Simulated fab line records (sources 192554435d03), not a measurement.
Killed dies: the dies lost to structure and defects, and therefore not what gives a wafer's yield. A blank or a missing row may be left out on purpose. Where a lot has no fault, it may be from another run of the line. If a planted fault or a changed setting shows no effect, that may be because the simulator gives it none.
8D (eight disciplines) problem report, filled in by code -- flow n5-finfet -- the parts of the form that need people (team, actions taken, sign-off) are left out

1. THE PROBLEM
Mean of exposure-dose-mJ-cm2 at N5_BEOL_M11_EXPOSE_08: 54.96 across 9 wafers in 3 lots; on wafers with no fault it is 53.70 (standard deviation 0.055). Measured from the usual mean, that is +23 standard deviations.
The step: exposes mask M11.
The first sign was on wafer L258.1 at day 13 11:40, on arfi-scanner-02. The record has a number at this step for 36 wafers belonging to 12 lots. By rule, "out" or "out of limits" means more than 4 standard deviations away from the usual mean. The other wafers with a number count as sound.

2. WHAT IT IS; WHAT IT IS NOT
question,is,is not
which readings at this step,exposure-dose-mJ-cm2,stage-vel-mm-s
which lots,"L258, L259, L261","L245, L247, L249, L250, L252, L253, L264, L265, L266"
which wafers of those lots,all that have a number,-
read on which tools,arfi-scanner-02,"arfi-scanner-01, arfi-scanner-03"
when,from day 13 11:40,"up to then (18 sound wafers); but 9 sound wafers of L264, L265, L266 came after"

3. SUSPECTS, AND WHAT RULES EACH OUT
Counting: a tool stays on the suspect list if, at a process step up to the reading, it processed all lots that are out and no sound lot following the first of them.
- arfi-scanner-02 at N5_BEOL_M11_EXPOSE_08 (exposes mask M11): kept. Every lot that is out went through it, starting with L258 (day 13 11:40), and after that it ran no sound lot; the last sound lot it ran before then is L253 (day 12 14:50). Its own readings are out on those wafers: exposure-dose-mJ-cm2.
Remaining after the count: arfi-scanner-02 at N5_BEOL_M11_EXPOSE_08.

4. THE CAUSE (what the simulator had put in)
Process parameters drifting: arfi-scanner-02 at N5_BEOL_M11_EXPOSE_08, beginning at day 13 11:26. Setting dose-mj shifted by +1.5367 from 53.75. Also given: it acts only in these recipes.
Counting left only this tool.

5. THE EFFECT CHAIN, in route order
Rows list readings where the struck wafers' mean (over those with a number) sits beyond 3 standard deviations from the usual. Only readings whose record carries a usual standard deviation are examined. hours: median over the lots of the time between each lot's start at the first step of this table that gives one and its start at this step. sigmas: the change, counted in usual standard deviations.
hours,step,reading,usual,on struck wafers,change,sigmas
0,N5_BEOL_M11_EXPOSE_08,exposure-dose-mJ-cm2,53.70,54.96,+1.26,+23
Here are the process steps it includes:
- N5_BEOL_M11_EXPOSE_08: exposes mask M11.
At these later measuring or inspecting steps, every struck wafer for which the step has a row has a number for every such reading, and none has moved that far: N5_BEOL_M11_INSPECT_13.

6. WHAT WOULD HAVE CAUGHT IT SOONER
0 hours passed between the start of the fault at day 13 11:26 and the first reading out of limits in this record, taken at day 13 11:40.
